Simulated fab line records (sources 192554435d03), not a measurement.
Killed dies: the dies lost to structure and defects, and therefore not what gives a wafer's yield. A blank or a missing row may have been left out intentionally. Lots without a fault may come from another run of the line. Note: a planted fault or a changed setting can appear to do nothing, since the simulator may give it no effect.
Which tool is to blame? / flow n5 finfet / 24 lots, 72 wafers sampled, at 4 steps of a route of 1938

WHAT THE GAUGES READ, wafer by wafer
N5_BEOL_M15_OVL_MEAS_29. Usual: M15_OVL typically reads -2 nm, with standard deviation 4.8.
lot=L074; measured=day 12 07:52; on=overlay-02; M15_OVL (nm)=-1 -4 -6; flag=
lot=L075; measured=day 12 10:14; on=overlay-01; M15_OVL (nm)=-8 -6 -7; flag=
lot=L076; measured=day 12 12:16; on=overlay-01; M15_OVL (nm)=-6 7 0; flag=
lot=L079; measured=day 12 22:14; on=overlay-02; M15_OVL (nm)=3 0 6; flag=
lot=L077; measured=day 13 08:52; on=overlay-01; M15_OVL (nm)=-7 -3 1; flag=
lot=L078; measured=day 13 20:11; on=overlay-01; M15_OVL (nm)=-1 -3 3; flag=
lot=L081; measured=day 13 22:34; on=overlay-01; M15_OVL (nm)=2 4 1; flag=
lot=L080; measured=day 14 08:07; on=overlay-02; M15_OVL (nm)=-6 -8 -8; flag=
lot=L083; measured=day 14 12:13; on=overlay-02; M15_OVL (nm)=-2 -6 -17; flag=
lot=L082; measured=day 14 12:43; on=overlay-01; M15_OVL (nm)=-4 -9 -1; flag=
lot=L084; measured=day 14 17:36; on=overlay-02; M15_OVL (nm)=0 1 9; flag=
lot=L085; measured=day 14 17:57; on=overlay-02; M15_OVL (nm)=1 -7 0; flag=
lot=L086; measured=day 15 05:52; on=overlay-02; M15_OVL (nm)=4 4 0; flag=
lot=L087; measured=day 15 19:02; on=overlay-01; M15_OVL (nm)=0 -1 -6; flag=
lot=L090; measured=day 15 19:30; on=overlay-01; M15_OVL (nm)=-1 6 11; flag=
lot=L088; measured=day 16 03:40; on=overlay-02; M15_OVL (nm)=-13 0 -4; flag=
lot=L089; measured=day 16 03:58; on=overlay-02; M15_OVL (nm)=2 -3 5; flag=
lot=L092; measured=day 16 10:15; on=overlay-02; M15_OVL (nm)=-3 -7 -3; flag=
lot=L093; measured=day 16 19:19; on=overlay-01; M15_OVL (nm)=1 -2 -4; flag=
lot=L091; measured=day 16 19:35; on=overlay-01; M15_OVL (nm)=-6 5 0; flag=
lot=L095; measured=day 17 04:50; on=overlay-01; M15_OVL (nm)=-5 -3 0; flag=
lot=L094; measured=day 17 06:22; on=overlay-01; M15_OVL (nm)=5 9 2; flag=
lot=L096; measured=day 18 03:20; on=overlay-01; M15_OVL (nm)=-2 2 -5; flag=
lot=L097; measured=day 19 23:21; on=overlay-02; M15_OVL (nm)=-1 -1 2; flag=

N5_MIM_TOP_LITHO_CD_MEAS_08 targets a cd of 2000 nm. Usual: cd nm reads 2000.6 nm (standard deviation 1.8).
lot=L074; measured=day 12 13:34; on=cd sem-02; cd nm (nm)=1998.8 2001.2 2002.4; flag=
lot=L075; measured=day 12 19:29; on=cd sem-01; cd nm (nm)=2002.8 2002.6 1999.5; flag=
lot=L076; measured=day 13 03:48; on=cd sem-01; cd nm (nm)=1999.7 1998.6 2002.3; flag=
lot=L079; measured=day 13 08:41; on=cd sem-03; cd nm (nm)=2001.9 2001.8 1998.7; flag=
lot=L077; measured=day 13 16:28; on=cd sem-01; cd nm (nm)=2003.4 2000.7 2001.4; flag=
lot=L078; measured=day 14 09:19; on=cd sem-02; cd nm (nm)=2001.0 1999.3 2003.3; flag=
lot=L081; measured=day 14 09:39; on=cd sem-02; cd nm (nm)=1998.9 2001.6 1997.2; flag=
lot=L080; measured=day 14 15:23; on=cd sem-02; cd nm (nm)=2000.3 1999.4 2001.3; flag=
lot=L083; measured=day 14 19:09; on=cd sem-03; cd nm (nm)=2000.7 1999.6 2000.7; flag=
lot=L082; measured=day 14 19:25; on=cd sem-03; cd nm (nm)=1999.6 2001.1 2001.4; flag=
lot=L084; measured=day 14 23:38; on=cd sem-03; cd nm (nm)=1998.7 1999.2 2001.0; flag=
lot=L085; measured=day 15 02:52; on=cd sem-02; cd nm (nm)=1999.4 2000.9 2002.7; flag=
lot=L086; measured=day 15 15:16; on=cd sem-03; cd nm (nm)=2001.6 2001.8 2002.8; flag=
lot=L087; measured=day 16 04:23; on=cd sem-01; cd nm (nm)=2003.2 2000.7 2000.4; flag=
lot=L090; measured=day 16 06:35; on=cd sem-01; cd nm (nm)=2002.0 2002.2 1998.8; flag=
lot=L088; measured=day 16 17:05; on=cd sem-01; cd nm (nm)=2003.3 2003.4 1999.3; flag=
lot=L089; measured=day 16 21:14; on=cd sem-03; cd nm (nm)=1998.6 1997.4 2000.3; flag=
lot=L092; measured=day 16 21:31; on=cd sem-01; cd nm (nm)=1997.2 1997.1 1997.0; flag=
lot=L093; measured=day 17 02:25; on=cd sem-03; cd nm (nm)=2003.1 2002.3 2001.6; flag=
lot=L091; measured=day 17 02:37; on=cd sem-03; cd nm (nm)=2001.2 2003.1 1999.8; flag=
lot=L095; measured=day 17 13:16; on=cd sem-02; cd nm (nm)=2001.2 2004.7 2001.2; flag=
lot=L094; measured=day 17 13:26; on=cd sem-02; cd nm (nm)=1999.9 1999.0 1999.7; flag=
lot=L096; measured=day 18 11:55; on=cd sem-03; cd nm (nm)=1999.3 2001.7 2003.1; flag=
lot=L097; measured=day 20 05:15; on=cd sem-03; cd nm (nm)=1997.4 1999.7 1997.0; flag=

EACH LOT AND THE TOOL THAT RAN IT (in order: tool; ch and the chambers of the sampled wafers; start)
lot=L074; N5_BEOL_M15_ANNEAL_48=rtp anneal-02 ch 0, day 12 09:55; N5_BEOL_M15_DEP_53=pecvd-03 ch 0,1,2, day 12 10:27
lot=L075; N5_BEOL_M15_ANNEAL_48=rtp anneal-01 ch 0, day 12 13:49; N5_BEOL_M15_DEP_53=pecvd-04 ch 0,1, day 12 14:26
lot=L076; N5_BEOL_M15_ANNEAL_48=rtp anneal-02 ch 0, day 12 21:00; N5_BEOL_M15_DEP_53=pecvd-04 ch 0,2, day 12 21:43
lot=L079; N5_BEOL_M15_ANNEAL_48=rtp anneal-02 ch 0, day 13 03:37; N5_BEOL_M15_DEP_53=pecvd-03 ch 0,1,2, day 13 04:16
lot=L077; N5_BEOL_M15_ANNEAL_48=rtp anneal-01 ch 0, day 13 12:58; N5_BEOL_M15_DEP_53=pecvd-04 ch 0,1, day 13 13:37
lot=L078; N5_BEOL_M15_ANNEAL_48=rtp anneal-02 ch 0, day 14 04:13; N5_BEOL_M15_DEP_53=pecvd-03 ch 1,2, day 14 04:49
lot=L081; N5_BEOL_M15_ANNEAL_48=rtp anneal-02 ch 0, day 14 04:32; N5_BEOL_M15_DEP_53=pecvd-01 ch 0,1, day 14 05:05
lot=L080; N5_BEOL_M15_ANNEAL_48=rtp anneal-02 ch 0, day 14 10:03; N5_BEOL_M15_DEP_53=pecvd-03 ch 0,1,2, day 14 10:43
lot=L083; N5_BEOL_M15_ANNEAL_48=rtp anneal-02 ch 0, day 14 14:48; N5_BEOL_M15_DEP_53=pecvd-01 ch 0,1, day 14 15:28
lot=L082; N5_BEOL_M15_ANNEAL_48=rtp anneal-02 ch 0, day 14 15:56; N5_BEOL_M15_DEP_53=pecvd-03 ch 0,1,2, day 14 16:34
lot=L084; N5_BEOL_M15_ANNEAL_48=rtp anneal-02 ch 0, day 14 19:04; N5_BEOL_M15_DEP_53=pecvd-03 ch 1,2, day 14 19:43
lot=L085; N5_BEOL_M15_ANNEAL_48=rtp anneal-01 ch 0, day 14 22:47; N5_BEOL_M15_DEP_53=pecvd-03 ch 1,2, day 14 23:26
lot=L086; N5_BEOL_M15_ANNEAL_48=rtp anneal-02 ch 0, day 15 10:00; N5_BEOL_M15_DEP_53=pecvd-03 ch 0,1,2, day 15 10:34
lot=L087; N5_BEOL_M15_ANNEAL_48=rtp anneal-02 ch 0, day 15 23:41; N5_BEOL_M15_DEP_53=pecvd-04 ch 1,2, day 16 00:14
lot=L090; N5_BEOL_M15_ANNEAL_48=rtp anneal-02 ch 0, day 16 01:04; N5_BEOL_M15_DEP_53=pecvd-03 ch 0,1,2, day 16 01:43
lot=L088; N5_BEOL_M15_ANNEAL_48=rtp anneal-02 ch 0, day 16 10:34; N5_BEOL_M15_DEP_53=pecvd-04 ch 1,2, day 16 11:14
lot=L089; N5_BEOL_M15_ANNEAL_48=rtp anneal-02 ch 0, day 16 16:56; N5_BEOL_M15_DEP_53=pecvd-01 ch 0,1, day 16 17:36
lot=L092; N5_BEOL_M15_ANNEAL_48=rtp anneal-01 ch 0, day 16 16:52; N5_BEOL_M15_DEP_53=pecvd-01 ch 1,2, day 16 17:28
lot=L093; N5_BEOL_M15_ANNEAL_48=rtp anneal-02 ch 0, day 16 21:56; N5_BEOL_M15_DEP_53=pecvd-04 ch 1,2, day 16 22:36
lot=L091; N5_BEOL_M15_ANNEAL_48=rtp anneal-01 ch 0, day 16 22:16; N5_BEOL_M15_DEP_53=pecvd-03 ch 1,2, day 16 22:51
lot=L095; N5_BEOL_M15_ANNEAL_48=rtp anneal-01 ch 0, day 17 08:47; N5_BEOL_M15_DEP_53=pecvd-04 ch 0,2, day 17 09:24
lot=L094; N5_BEOL_M15_ANNEAL_48=rtp anneal-02 ch 0, day 17 08:50; N5_BEOL_M15_DEP_53=pecvd-03 ch 0,1, day 17 09:31
lot=L096; N5_BEOL_M15_ANNEAL_48=rtp anneal-02 ch 0, day 18 08:14; N5_BEOL_M15_DEP_53=pecvd-01 ch 0,1, day 18 08:53
lot=L097; N5_BEOL_M15_ANNEAL_48=rtp anneal-01 ch 0, day 20 00:56; N5_BEOL_M15_DEP_53=pecvd-04 ch 0,1,2, day 20 01:35
- N5_BEOL_M15_ANNEAL_48: time 90 s.
- N5_BEOL_M15_DEP_53: deposits SiCN from 3MS/NH3, target thk 50 nm, time 17.8 s.

WHAT THE TOOLS THEMSELVES READ (means of the sampled wafers that have a number; where no wafer has one, the mark that the record gives instead)
N5_BEOL_M15_ANNEAL_48. Usual: wafer_temp_C_max reads 226.1 (standard deviation 0.32).
lot=L074; tool=rtp anneal-02; wafer_temp_C_max=226.1; flag=
lot=L075; tool=rtp anneal-01; wafer_temp_C_max=225.9; flag=
lot=L076; tool=rtp anneal-02; wafer_temp_C_max=226.5; flag=
lot=L079; tool=rtp anneal-02; wafer_temp_C_max=226.2; flag=
lot=L077; tool=rtp anneal-01; wafer_temp_C_max=225.9; flag=
lot=L078; tool=rtp anneal-02; wafer_temp_C_max=226.2; flag=
lot=L081; tool=rtp anneal-02; wafer_temp_C_max=226.3; flag=
lot=L080; tool=rtp anneal-02; wafer_temp_C_max=226.1; flag=
lot=L083; tool=rtp anneal-02; wafer_temp_C_max=226.3; flag=
lot=L082; tool=rtp anneal-02; wafer_temp_C_max=226.6; flag=
lot=L084; tool=rtp anneal-02; wafer_temp_C_max=226.2; flag=
lot=L085; tool=rtp anneal-01; wafer_temp_C_max=225.5; flag=
lot=L086; tool=rtp anneal-02; wafer_temp_C_max=226.4; flag=
lot=L087; tool=rtp anneal-02; wafer_temp_C_max=226.5; flag=
lot=L090; tool=rtp anneal-02; wafer_temp_C_max=226.2; flag=
lot=L088; tool=rtp anneal-02; wafer_temp_C_max=226.3; flag=
lot=L089; tool=rtp anneal-02; wafer_temp_C_max=225.9; flag=
lot=L092; tool=rtp anneal-01; wafer_temp_C_max=225.8; flag=
lot=L093; tool=rtp anneal-02; wafer_temp_C_max=226.3; flag=
lot=L091; tool=rtp anneal-01; wafer_temp_C_max=225.7; flag=
lot=L095; tool=rtp anneal-01; wafer_temp_C_max=225.8; flag=
lot=L094; tool=rtp anneal-02; wafer_temp_C_max=226.2; flag=
lot=L096; tool=rtp anneal-02; wafer_temp_C_max=225.9; flag=
lot=L097; tool=rtp anneal-01; wafer_temp_C_max=225.8; flag=

N5_BEOL_M15_DEP_53. Usual: showerhead plenum p Torr 4.169 Torr, standard deviation 0.025; throttle valve pct 18.4 %, standard deviation 0.7.
lot=L074; tool=pecvd-03; showerhead plenum p Torr (Torr)=4.173; throttle valve pct (%)=18.0; flag=
lot=L075; tool=pecvd-04; showerhead plenum p Torr (Torr)=4.152; throttle valve pct (%)=19.7; flag=
lot=L076; tool=pecvd-04; showerhead plenum p Torr (Torr)=4.198; throttle valve pct (%)=18.5; flag=
lot=L079; tool=pecvd-03; showerhead plenum p Torr (Torr)=4.170; throttle valve pct (%)=18.1; flag=
lot=L077; tool=pecvd-04; showerhead plenum p Torr (Torr)=4.149; throttle valve pct (%)=19.6; flag=
lot=L078; tool=pecvd-03; showerhead plenum p Torr (Torr)=4.166; throttle valve pct (%)=18.0; flag=
lot=L081; tool=pecvd-01; showerhead plenum p Torr (Torr)=4.155; throttle valve pct (%)=18.1; flag=
lot=L080; tool=pecvd-03; showerhead plenum p Torr (Torr)=4.168; throttle valve pct (%)=18.0; flag=
lot=L083; tool=pecvd-01; showerhead plenum p Torr (Torr)=4.159; throttle valve pct (%)=18.2; flag=
lot=L082; tool=pecvd-03; showerhead plenum p Torr (Torr)=4.170; throttle valve pct (%)=18.0; flag=
lot=L084; tool=pecvd-03; showerhead plenum p Torr (Torr)=4.161; throttle valve pct (%)=17.9; flag=
lot=L085; tool=pecvd-03; showerhead plenum p Torr (Torr)=4.168; throttle valve pct (%)=18.2; flag=
lot=L086; tool=pecvd-03; showerhead plenum p Torr (Torr)=4.163; throttle valve pct (%)=18.0; flag=
lot=L087; tool=pecvd-04; showerhead plenum p Torr (Torr)=4.171; throttle valve pct (%)=18.9; flag=
lot=L090; tool=pecvd-03; showerhead plenum p Torr (Torr)=4.167; throttle valve pct (%)=18.1; flag=
lot=L088; tool=pecvd-04; showerhead plenum p Torr (Torr)=4.152; throttle valve pct (%)=19.6; flag=
lot=L089; tool=pecvd-01; showerhead plenum p Torr (Torr)=4.154; throttle valve pct (%)=18.1; flag=
lot=L092; tool=pecvd-01; showerhead plenum p Torr (Torr)=4.150; throttle valve pct (%)=18.3; flag=
lot=L093; tool=pecvd-04; showerhead plenum p Torr (Torr)=4.170; throttle valve pct (%)=18.9; flag=
lot=L091; tool=pecvd-03; showerhead plenum p Torr (Torr)=4.173; throttle valve pct (%)=18.2; flag=
lot=L095; tool=pecvd-04; showerhead plenum p Torr (Torr)=4.196; throttle valve pct (%)=18.6; flag=
lot=L094; tool=pecvd-03; showerhead plenum p Torr (Torr)=4.179; throttle valve pct (%)=18.2; flag=
lot=L096; tool=pecvd-01; showerhead plenum p Torr (Torr)=4.148; throttle valve pct (%)=17.4; flag=
lot=L097; tool=pecvd-04; showerhead plenum p Torr (Torr)=4.174; throttle valve pct (%)=19.2; flag=

THE ANSWER, worked out from the rows above alone
Rule: a lot is off if the mean of its wafers that have a number lies more than 3 standard deviations from the usual mean. A lot without any number at a reading at which 4 lots or more have one is off too. Where the step has rows for the other lots, those lots are counted as sound. The gauges are gone through in route order, then the tools' own readings, and for those a lot's mean is taken as printed above. The first step at which some lot is off is used, and at that step the reading that is off furthest; a lot without a number counts as furthest.
No lot is off on any of the readings shown, so nothing can be concluded from this.

WHAT THE SIMULATOR PUT IN
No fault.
